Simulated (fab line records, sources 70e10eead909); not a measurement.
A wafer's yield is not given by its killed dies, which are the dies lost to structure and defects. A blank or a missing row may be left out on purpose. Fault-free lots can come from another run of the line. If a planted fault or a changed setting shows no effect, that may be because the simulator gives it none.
Matching of chambers -- flow nand-harc -- 4 sister chambers for NHARC_A_ZERO_WELL_ETCH_19 on rie-diel-04
The step etches the open film in N2/H2, target depth 80 nm, overetch 24 nm, time 87.88 s. 8 wafers are shown with their chamber, then 9 later ones without.

== EACH WAFER AND ITS CHAMBER ==
wafer,chamber,drypump-motor-current-A (A),rf-vpp-V (V)
L956.5,1,5.72,426.8
L966.5,3,5.69,434.8
L968.6,1,5.72,427.0
L970.2,2,5.25,431.1
L970.6,3,5.71,432.1
L971.1,0,5.64,431.2
L971.3,2,5.25,431.2
L971.6,0,5.65,433.3

== WAFERS WITH NO CHAMBER GIVEN ==
wafer,drypump-motor-current-A (A),rf-vpp-V (V)
L972.2,5.71,426.4
L972.4,5.67,434.4
L972.5,5.23,431.5
L974.1,5.70,427.4
L974.2,5.63,432.9
L974.6,5.63,432.6
L975.3,5.24,430.4
L975.4,5.69,433.1
L975.6,5.68,434.4

== WHICH CHAMBER EACH WENT THROUGH ==
wafer,from the rows above,in truth
L972.2,1,1
L972.4,can't be placed: 0 or 3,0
L972.5,2,2
L974.1,1,1
L974.2,0,0
L974.6,0,0
L975.3,2,2
L975.4,3,3
L975.6,3,3
8 of 9 placed correctly. Can't be placed from these rows: 1 (the true chamber is among the candidates in 1). Number placed wrongly: 0.
How it was worked out, from the rows above alone: a wafer's distance from a chamber is the root of the sum, over the readings, of the square of ((its reading less the chamber's mean) divided by the reading's scatter). The wafer belongs to the nearest chamber; if the next one is less than 2 further off, it can't be placed. For every chamber, the mean is computed from those of its wafers that are shown. The scatter: take each reading less its chamber's mean, square it, sum over the shown wafers, divide by the number of wafers less the number of chambers, and take the root.
